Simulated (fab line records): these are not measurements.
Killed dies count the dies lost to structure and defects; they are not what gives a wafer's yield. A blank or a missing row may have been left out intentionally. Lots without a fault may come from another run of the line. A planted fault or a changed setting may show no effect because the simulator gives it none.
fab line records	flow n5_finfet
[record] lots = 7	wafers = 19	last_day = 17
route steps=1938 shown SD_EPI_P@295 BEOL_M4@1111 PASSIVATION@1936
lots that met no fault: from a run of the same line without faults
start_h: the number of hours between the record's first day and the start of the first shown wafer of the lot	wait_h: hours since the lot's step before	" the same as in the row above	L1.1+2: a row that stands for several wafers	- no value present, or no start provided	* or withheld: withheld	< > ~ a bound
route shown NAME@n: NAME is a module with steps in the file, n the number in the route of the first one	usual: mean/standard deviation of fault-free wafers	same: alike in all rows	chamber/n: place in a boat	sites: per-site readings	_std_site: how widely they spread, as a standard deviation	_edge_site: outer sites' mean less inner sites'	radius_mm: how far each site lies from the wafer's centre	mask NAME#n: copy n	behind: the last tool/chamber to shape the wafer	hold: why the lot went on hold/how many hours it stayed there/how the hold came to an end	device: the transistor (n, p or np) that didn't switch	end of line: the route-end tests of the same wafers	step lacking rows: just its recipe	killed: count of dies lost to structure and defects at first sort (not the wafer's yield)	map: a wafer's dies, x killed, . not, _ none there
set.NAME: setting as actually run; set.NAME@STEP: the setting as run at that earlier step	model.NAME: the simulator's own value behind a step, which no gauge read
lots at some steps of the route; a table a step, a row a wafer
services: a tool's chamber out of use, with start hour (start_h, from the record's first day; less than 0 if before it), hours out, and reason
[[steps]]
[step N5_SD_EPI_P_COAT_34]
[recipe] resist = SOC	temp_c = 250	time_s = 60	spin_rpm = 1500	resist_thk_nm = 350
[step N5_SD_EPI_P_COAT_35]
[recipe] resist = SiARC	temp_c = 220	time_s = 60	spin_rpm = 1500	resist_thk_nm = 35
[step N5_SD_EPI_P_COAT_03]
[recipe] resist = CAR-ArF-block	spin_rpm = 1500	resist_thk_nm = 150
[step N5_SD_EPI_P_EBR_05]
[recipe] solvent = PGMEA	ebr_width_mm = 1.5
[step N5_SD_EPI_P_SOFTBAKE_04]
[recipe] temp_c = 110	time_s = 60	resist = CAR-ArF-block
[step N5_SD_EPI_P_EXPOSE_06]
[recipe] mask_id = SD_P_BLK	na = 1.35	source_shape = conventional	sigma_outer = 0.8	polarization = unpolarized	target_cd_nm = 240	dose_mj = 39.5
[step N5_SD_EPI_P_PEB_07]
[recipe] peb_temp_c = 110	peb_time_s = 60	resist = CAR-ArF-block
[step N5_SD_EPI_P_DEVELOP_08]
[recipe] develop_time_s = 30	developer = TMAH	resist = CAR-ArF-block	dev_temp_c = 23	rinse_liquid = diw	dry = air_spin
[step N5_SD_EPI_P_CD_MEAS_09]
[recipe] target_cd_nm = 240	landing_energy_ev = 500	detector = se_inlens
[usual] cd_nm = 239.7/0.74
[same] landing_energy_ev = 500
lot.wafer	tool	chamber	start_h	wait_h	cd_nm
L227.1	cd_sem-02	0	78.56	-	239.0
L227.3	"	0	"	"	237.9
L227.4	"	0	"	"	239.6
L233.2	cd_sem-03	0	107.65	-	239.2
L233.5	"	0	"	"	238.4
L233.6	"	0	"	"	239.3
L234.1	cd_sem-01	0	115.88	-	238.8
L234.2	"	0	"	"	240.2
L234.5	"	0	"	"	239.5
L242.5	cd_sem-02	0	167.06	-	241.6
L242.6	"	0	"	"	241.4
L244.5	cd_sem-03	0	175.19	-	240.0
L244.6	"	0	"	"	239.8
L246.1	cd_sem-02	0	188.72	-	239.7
L246.3	"	0	"	"	239.2
L246.6	"	0	"	"	240.4
L247.2	cd_sem-02	0	191.34	-	238.6
L247.4	"	0	"	"	238.6
L247.6	"	0	"	"	238.7
[step N5_SD_EPI_P_OVL_MEAS_10]
[recipe] points_per_wafer = 44
[usual] SD_P_BLK_OVL = -0.2/0.74
lot.wafer	tool	chamber	start_h	wait_h	SD_P_BLK_OVL[nm]
L227.1	overlay-01	0	78.59	0.0	-0.8
L227.3	"	0	"	"	-1.0
L227.4	"	0	"	"	0.1
L233.2	overlay-01	0	107.68	0.0	-0.6
L233.5	"	0	"	"	-0.7
L233.6	"	0	"	"	-0.4
L234.1	overlay-01	0	115.91	0.0	-0.1
L234.2	"	0	"	"	-0.2
L234.5	"	0	"	"	0.0
L242.5	overlay-02	0	167.09	0.0	-0.1
L242.6	"	0	"	"	-0.2
L244.5	overlay-01	0	175.22	0.0	-0.5
L244.6	"	0	"	"	0.2
L246.1	overlay-02	0	188.75	0.0	-0.5
L246.3	"	0	"	"	-0.3
L246.6	"	0	"	"	0.1
L247.2	overlay-01	0	191.37	0.0	0.0
L247.4	"	0	"	"	-1.3
L247.6	"	0	"	"	0.2
[step N5_SD_EPI_P_INSPECT_11]
[recipe] mode = adi	inspect_instrument = macro
[usual] raw_defect_count = 2.1/1.4
lot.wafer	tool	chamber	start_h	wait_h	raw_defect_count
L227.1	defect_inspect-02	-	78.61	0.0	4
L227.3	"	-	"	"	0
L227.4	"	-	"	"	1
L233.2	defect_inspect-02	-	107.70	0.0	2
L233.5	"	-	"	"	2
L233.6	"	-	"	"	1
L234.1	defect_inspect-01	-	115.93	0.0	3
L234.2	"	-	"	"	1
L234.5	"	-	"	"	3
L242.5	defect_inspect-01	-	167.11	0.0	0
L242.6	"	-	"	"	1
L244.5	defect_inspect-01	-	175.24	0.0	2
L244.6	"	-	"	"	1
L246.1	defect_inspect-01	-	188.78	0.0	5
L246.3	"	-	"	"	4
L246.6	"	-	"	"	2
L247.2	defect_inspect-02	-	191.39	0.0	1
L247.4	"	-	"	"	0
L247.6	"	-	"	"	1
[step N5_SD_EPI_P_DESCUM_14]
[recipe] chemistry = O2	time_s = 7.9	source_power_w = 50	bias_power_w = 20	pressure_mtorr = 20	rf_frequency_hz = 2.712e+07	temp_c = 40	resist = CAR-ArF-block	o2_flow_sccm = 225
[usual] drypump_motor_current_A = 5.6/0.41	o2_flow_sccm = 224.9/0.65	oes_product_au = 0.75/0.055	rf_fwd_power_W = 49.32/0.27	rf_vpp_V = 243.1/1.5	showerhead_plenum_p_Torr = 2.11/0.07	temp_c = 40.01/0.1	throttle_valve_pct = 20.57/0.28
lot.wafer	tool	chamber	start_h	wait_h	drypump_motor_current_A	o2_flow_sccm	oes_product_au	rf_fwd_power_W	rf_hours_counter_h	rf_vpp_V	showerhead_plenum_p_Torr	temp_c	throttle_valve_pct
L227.1	rie_diel-03	2	78.65	0.0	5.5	225.0	0.77	49.29	131	241.9	2.02	40.04	20.66
L227.3	"	0	"	"	5.7	225.5	0.76	49.18	115	244.8	2.20	40.02	20.65
L227.4	"	2	"	"	5.5	224.9	0.77	49.32	-	240.6	2.02	40.08	20.62
L233.2	rie_diel-04	2	107.74	0.0	5.7	224.2	0.74	48.91	152	245.0	2.19	39.93	20.14
L233.5	"	3	"	"	5.9	224.8	0.72	49.45	-	241.7	2.09	40.06	20.96
L233.6	"	2	"	"	5.8	224.0	0.74	49.05	-	246.3	2.19	39.99	20.14
L234.1	rie_diel-03	2	115.97	0.0	5.4	225.9	0.75	49.40	145	242.7	2.01	39.91	20.66
L234.2	"	3	"	"	5.2	224.1	0.77	49.50	158	244.8	2.19	40.17	20.65
L234.5	"	3	"	"	5.3	224.0	0.76	49.45	-	244.9	2.19	39.88	20.64
L242.5	rie_diel-03	0	167.24	0.1	5.6	224.3	0.74	49.43	-	244.4	2.19	39.91	20.72
L242.6	"	3	"	"	5.2	224.3	0.75	49.39	-	243.8	2.19	39.89	20.67
L244.5	rie_diel-03	2	175.30	0.1	5.5	225.3	0.74	49.14	-	242.3	2.01	39.95	20.67
L244.6	"	1	"	"	5.7	224.9	0.74	49.34	-	242.2	2.10	40.11	20.72
L246.1	rie_diel-03	3	188.89	0.1	5.2	224.7	0.75	49.37	182	244.0	2.18	39.93	20.69
L246.3	"	2	"	"	5.5	224.7	0.73	49.33	169	242.7	2.01	39.94	20.70
L246.6	"	2	"	"	5.5	224.5	0.73	49.59	-	241.3	2.01	40.09	20.72
L247.2	rie_diel-01	2	191.43	0.0	6.3	224.3	0.72	49.21	167	242.8	2.10	39.91	20.69
L247.4	"	2	"	"	6.3	223.9	0.73	49.40	-	240.7	2.11	39.93	20.68
L247.6	"	1	"	"	6.0	224.6	0.88	49.33	-	244.1	2.11	40.18	19.93
[step N5_SD_EPI_P_ETCH_36]
[recipe] chemistry = CF4	target = SiARC	target_depth_a = 455	mask_material = CAR-ArF-block	time_s = 75.8	ion_energy_ev = 80	pressure_mtorr = 40	source_w = 545	bias_w = 36	Ar_flow_sccm = 100	cf4_flow_sccm = 100	ends = cleared
[usual] cf4_flow_sccm = 100.04/0.29	drypump_motor_current_A = 5.6/0.4	etch_rf_on_time_s = 75.9/1.1	oes_product_au = 0.64/0.046	rf_fwd_power_W = 538.8/2.8	rf_vpp_V = 184.1/1.1	showerhead_plenum_p_Torr = 2.15/0.066	throttle_valve_pct = 15.72/0.27
lot.wafer	tool	chamber	start_h	wait_h	cf4_flow_sccm	drypump_motor_current_A	etch_rf_on_time_s	oes_product_au	rf_fwd_power_W	rf_hours_counter_h	rf_vpp_V	showerhead_plenum_p_Torr	throttle_valve_pct
L227.1	rie_diel-03	2	78.68	0.0	99.42	5.5	75.1	0.66	538.1	131	182.3	2.08	15.85
L227.3	"	0	"	"	100.28	5.6	75.8	0.65	539.5	115	184.4	2.23	15.79
L227.4	"	2	"	"	100.04	5.5	75.5	0.66	540.5	-	183.9	2.08	15.86
L233.2	rie_diel-04	2	107.77	0.0	99.52	5.7	76.8	0.63	533.3	152	186.7	2.22	15.27
L233.5	"	3	"	"	100.01	5.9	74.9	0.62	537.9	-	184.4	2.13	16.11
L233.6	"	2	"	"	100.38	5.7	77.1	0.63	534.1	-	186.1	2.22	15.28
L234.1	rie_diel-03	2	116.00	0.0	100.19	5.5	75.9	0.65	535.3	145	182.4	2.07	15.87
L234.2	"	3	"	"	100.19	5.3	73.9	0.66	540.4	158	183.7	2.23	15.85
L234.5	"	3	"	"	99.85	5.2	74.7	0.66	541.6	-	184.9	2.23	15.86
L242.5	rie_diel-03	0	167.29	0.0	99.57	5.7	77.0	0.62	539.8	-	184.5	2.22	15.84
L242.6	"	3	"	"	99.96	5.3	50.2	0.82	540.7	-	184.0	2.23	15.88
L244.5	rie_diel-03	2	175.35	0.0	100.11	5.5	75.9	0.63	537.1	-	182.2	2.07	15.92
L244.6	"	1	"	"	99.78	5.7	51.2	0.81	536.6	-	184.1	2.14	15.78
L246.1	rie_diel-03	3	188.92	0.0	99.49	5.3	75.7	0.64	541.1	182	184.8	2.23	15.90
L246.3	"	2	"	"	100.02	5.5	76.7	0.63	540.2	169	183.9	2.07	15.92
L246.6	"	2	"	"	100.34	5.5	51.4	0.81	534.7	-	181.0	2.07	15.92
L247.2	rie_diel-01	2	191.46	0.0	100.89	6.3	76.5	0.62	538.7	167	183.7	2.13	15.73
L247.4	"	2	"	"	99.81	6.2	75.8	0.64	539.8	-	182.9	2.13	15.74
L247.6	"	1	"	"	100.46	6.0	75.2	0.74	540.7	-	186.2	2.18	15.24
[step N5_SD_EPI_P_ETCH_37]
[recipe] chemistry = N2/H2	target = SOC	overetch_a = 1080	mask_material = SiARC	temp_c = 40	ion_energy_ev = 100	source_w = 3000	bias_w = 133	pressure_mtorr = 20	time_s = 486	n2_flow_sccm = 200	h2_flow_sccm = 200	ends = end_point
[usual] drypump_motor_current_A = 5.6/0.4	oes_product_au = 0.67/0.046	rf_fwd_power_W = 2994/9.8	rf_vpp_V = 240.8/1.4	showerhead_plenum_p_Torr = 2.54/0.086	temp_c = 40.00/0.12	throttle_valve_pct = 23.9/0.32
lot.wafer	tool	chamber	start_h	wait_h	drypump_motor_current_A	oes_product_au	rf_fwd_power_W	rf_hours_counter_h	rf_vpp_V	showerhead_plenum_p_Torr	temp_c	throttle_valve_pct
L227.1	rie_diel-03	2	78.74	0.0	5.5	0.69	2990	131	239.0	2.44	40.14	24.0
L227.3	"	0	"	"	5.7	0.68	3002	115	241.8	2.68	39.84	24.1
L227.4	"	2	"	"	5.4	0.69	2995	-	238.9	2.44	40.22	24.1
L233.2	rie_diel-04	2	107.83	0.0	5.8	0.67	2994	152	241.7	2.65	39.77	23.3
L233.5	"	3	"	"	6.0	0.65	2995	-	240.5	2.51	40.04	24.1
L233.6	"	2	"	"	5.8	0.67	2991	-	241.6	2.65	39.79	23.4
L234.1	rie_diel-03	2	116.06	0.0	5.5	0.69	3000	145	237.7	2.43	40.01	24.1
L234.2	"	3	"	"	5.3	0.69	3019	158	241.7	2.63	39.98	23.5
L234.5	"	3	"	"	5.3	0.68	3026	-	242.6	2.63	40.10	23.5
L242.5	rie_diel-03	0	167.48	0.2	5.7	0.65	2984	-	241.7	2.66	40.05	24.1
L242.6	"	3	"	"	5.3	0.67	3001	-	241.4	2.63	39.94	23.5
L244.5	rie_diel-03	2	175.53	0.2	5.5	0.67	2980	-	239.4	2.43	40.12	24.1
L244.6	"	1	"	"	5.7	0.67	3019	-	243.3	2.52	40.09	24.1
L246.1	rie_diel-03	3	188.98	0.0	5.2	0.67	3000	182	243.0	2.62	40.00	23.5
L246.3	"	2	"	"	5.5	0.66	2983	169	239.6	2.42	39.79	24.1
L246.6	"	2	"	"	5.5	0.66	2988	-	240.5	2.42	39.97	24.1
L247.2	rie_diel-01	2	191.52	0.0	6.3	0.66	3007	167	239.3	2.54	39.93	24.0
L247.4	"	2	"	"	6.3	0.66	2991	-	241.1	2.54	39.98	24.0
L247.6	"	1	"	"	6.0	0.78	2989	-	241.0	2.57	39.81	23.4
[step N5_BEOL_M4_RC_MEAS_101]
[usual] DIBL_N = 35.9/1.6	DIBL_P = 35.6/2.1	IOFF_N = 0.149/0.029	IOFF_P = 0.20/0.033	ION_N = 671/11	ION_P = 460/7.3	SS_N = 71.4/0.62	SS_P = 73.2/0.65	VT_N = 251/3.1	VT_P = -251/3.4
lot.wafer	tool	chamber	start_h	wait_h	DIBL_N[mV/V]	DIBL_P[mV/V]	IOFF_N[nA/um]	IOFF_P[nA/um]	ION_N[uA/um]	ION_P[uA/um]	SS_N[mV/dec]	SS_P[mV/dec]	VT_N[mV]	VT_P[mV]
L227.1	prober-02	0	182.49	0.0	33.2	34.0	0.116	0.15	670	453	70.9	71.6	253	-258
L227.3	"	0	"	"	34.1	33.9	0.121	0.14	673	455	70.6	72.2	254	-258
L227.4	"	0	"	"	33.8	34.1	0.112	0.14	658	454	71.2	72.1	255	-260
L233.2	prober-01	0	222.77	0.2	35.2	35.6	0.148	0.20	677	470	70.5	73.3	251	-247
L233.5	"	0	"	"	34.3	34.7	0.128	0.19	666	459	70.7	73.2	254	-249
L233.6	"	0	"	"	34.4	34.8	0.140	0.19	675	461	71.5	73.0	252	-252
L234.1	prober-01	0	230.41	0.0	38.3	38.9	0.210	0.23	695	468	71.7	74.2	244	-247
L234.2	"	0	"	"	37.5	38.4	0.208	0.23	694	471	72.0	73.6	244	-248
L234.5	"	0	"	"	39.1	40.7	0.229	0.26	685	470	72.0	74.2	247	-248
L242.5	prober-02	0	277.66	0.6	36.0	35.6	0.131	0.17	663	458	71.7	73.1	251	-253
L242.6	"	0	"	"	35.4	34.2	0.122	0.16	664	453	71.1	73.3	254	-253
L244.5	prober-01	0	283.98	0.6	34.4	33.4	0.119	0.18	657	459	71.1	72.4	254	-251
L244.6	"	0	"	"	35.0	34.5	0.129	0.21	673	470	71.4	72.9	252	-250
L246.1	prober-02	0	300.46	0.0	39.6	38.6	0.223	0.27	694	476	72.4	74.5	242	-244
L246.3	"	0	"	"	37.8	37.6	0.195	0.25	690	467	71.7	73.5	247	-248
L246.6	"	0	"	"	37.5	37.1	0.180	0.24	675	464	71.8	73.3	246	-247
L247.2	prober-02	0	303.91	0.2	39.4	39.3	0.237	0.26	691	466	73.0	74.6	247	-247
L247.4	"	0	"	"	33.0	32.5	0.124	0.16	677	458	70.6	72.5	251	-251
L247.6	"	0	"	"	36.5	35.8	0.169	0.20	688	464	71.6	73.4	249	-251
[step N5_PASSIVATION_PROBE_49]
[usual] defect_limited_yield = 90.9/1.5	killed_at_M0_to_M3 = 36/9.9	killed_at_M4_up = 13/4.5	killed_at_contacts = 13/6.4	killed_at_front_end = 42/12	killed_at_other = 3.4/3	killed_dies = 107/18	killed_open = 69/13	killed_short = 35/8.2	sort_bin_5_function = 5.3/1.1	sort_bin_6_memory = 3.4/0.69	sort_n_pass = 1073/18	sort_yield_pct = 90.9/1.5
[same] gross_dies = 1180	killed_at_back_side = 0	sort_bin_4_leakage[%] = 0	sort_bin_8_speed[%] = 0
lot.wafer	tool	chamber	start_h	wait_h	defect_limited_yield[%]	killed_at_M0_to_M3	killed_at_M4_up	killed_at_contacts	killed_at_front_end	killed_at_other	killed_dies	killed_open	killed_short	sort_bin_5_function[%]	sort_bin_6_memory[%]	sort_n_pass	sort_yield_pct[%]
L234.1	prober-02	-	331.58	0.0	88.5	45	12	11	67	1	136	87	45	6.4	4.9	1044	88.5
L234.2	prober-02	-	331.63	0.1	92.5	24	21	7	34	2	88	54	31	4.4	2.6	1092	92.5
L234.5	prober-02	-	331.78	0.2	91.4	23	12	9	58	0	102	69	31	4.2	4.0	1078	91.4
// killed by level:class
L234.1 FIN_SAQP:geometric_particle:open=18 STI_FIN_REVEAL:geometric_particle:open=17 BEOL_M0_SAQP:geometric_particle:open=13 FIN_SAQP:geometric_particle:short=12 BEOL_M0_SAQP:geometric_particle:short=12 MOL_CONTACT_COAG:geometric_particle:open=8 DUMMY_GATE:geometric_particle:open=5 GATE_CUT:geometric_particle:short=5
L234.2 FIN_SAQP:geometric_particle:short=9 BEOL_M0_SAQP:geometric_particle:open=8 BEOL_M4:geometric_particle:open=8 BEOL_M0_SAQP:geometric_particle:short=6 BEOL_M5:geometric_particle:open=6 FIN_SAQP:geometric_particle:open=5 MOL_CONTACT_COAG:geometric_particle:open=5 GATE_CUT:geometric_particle:short=4
L234.5 FIN_SAQP:geometric_particle:open=14 FIN_SAQP:geometric_particle:short=11 BEOL_M4:geometric_particle:open=10 STI_FIN_REVEAL:geometric_particle:open=9 MOL_CONTACT_COAG:geometric_particle:open=8 DUMMY_GATE:geometric_particle:open=7 STI_FIN_REVEAL:geometric_particle:short=4 BEOL_M3:geometric_particle:open=4
[[services]]
tool	chamber	start_h	hours	kind
rie_diel-03	1	64.09	32.7	repair
rie_diel-01	2	71.21	11.1	repair
rie_diel-01	-	75.75	4.3	pm
rie_diel-01	3	89.35	5.1	repair
rie_diel-04	1	100.49	1.5	repair
rie_diel-01	-	103.88	18.9	repair
rie_diel-04	3	109.90	12.2	repair
rie_diel-04	3	126.58	27.6	repair
rie_diel-01	-	126.93	0.3	repair
rie_diel-04	-	138.91	0.5	repair
rie_diel-04	1	154.34	-	clean
rie_diel-04	1	154.34	-	consumable_replace:focus_ring
rie_diel-04	1	154.34	25.1	scheduled_down
rie_diel-04	1	154.34	25.1	vent_cycle
rie_diel-01	0	188.11	-	clean
rie_diel-01	0	188.11	-	consumable_replace:focus_ring
rie_diel-01	0	188.11	20.4	scheduled_down
rie_diel-01	0	188.11	20.4	vent_cycle
[[key]]
[first_sign] step = N5_SD_EPI_P_ETCH_36	reading = etch_rf_on_time_s	direction = down	sigmas = 23	usual = *	struck = *
[effect] step = N5_SD_EPI_P_ETCH_36	reading = oes_product_au	direction = up	sigmas = 3.9	usual = 0.64	struck = 0.81
met_at N5_SD_EPI_P_ETCH_36
struck_wafers L242.6,L244.6,L246.6
onset_between 116.00 167.29
[fault] kind = process_parameter_drift	tool = rie_diel-03	chamber = -	onset_h = 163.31	steps = N5_SD_EPI_P_ETCH_36	channel = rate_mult	offset = 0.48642	shape = step	end_h = 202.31	scope = struck_wafers_only
